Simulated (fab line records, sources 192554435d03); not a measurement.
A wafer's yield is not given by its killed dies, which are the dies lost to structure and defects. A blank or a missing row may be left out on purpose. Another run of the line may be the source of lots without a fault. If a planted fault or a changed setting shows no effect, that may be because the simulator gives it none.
Chamber matching ; flow n5Finfet ; aldSin-03 running N5_STI_FIN_REVEAL_ALD_14: 4 sister chambers
The step deposits Si3N4, target thk 3 nm. 20 wafers are shown with their chamber, then 10 later ones without.

== WAFERS WITH THEIR CHAMBER ==
wafer;chamber;heaterPowerW (W)
L077.1;2;833
L077.2;3;773
L077.3;1;875
L077.4;0;744
L077.5;0;753
L077.6;1;885
L078.1;1;872
L078.2;3;776
L078.3;0;765
L078.4;2;852
L078.5;3;772
L078.6;2;847
L079.1;3;785
L079.2;1;868
L079.4;0;734
L088.2;3;770
L088.4;2;844
L088.6;1;888
L091.1;0;739
L091.4;2;809

SIGNATURES (averages over the wafers above)
reading;chamber 0;chamber 1;chamber 2;chamber 3;scatter within a chamber
heaterPowerW;747.00;877.60;837.00;775.20;11.7
Rule: for a wafer and a chamber, the distance is found by dividing, reading by reading, the gap between the wafer's reading and the chamber's mean by the reading's scatter, squaring, summing and taking the root. If the next closest chamber is less than 2 further off than the closest, the wafer can't be placed; otherwise it belongs to the closest. The scatter is the square root of a quotient: the sum, over the shown wafers, of each reading's squared deviation from its chamber's mean, divided by wafers minus chambers.

== WAFERS WITH NO CHAMBER GIVEN ==
wafer;heaterPowerW (W)
L091.5;879
L094.1;729
L094.2;828
L094.3;891
L094.4;782
L094.5;868
L094.6;820
L096.1;749
L096.2;886
L096.3;753

== THE CHAMBER EACH PASSED THROUGH ==
wafer;from the rows above;in truth
L091.5;1;1
L094.1;0;0
L094.2;2;2
L094.3;1;1
L094.4;3;3
L094.5;can't be placed: 1 or 2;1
L094.6;2;2
L096.1;0;0
L096.2;1;1
L096.3;can't be placed: 0 or 3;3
Correctly placed: 8 of 10. From these rows, 2 cannot be placed; in 2 the true chamber is one of the candidates. Wrongly placed: 0.
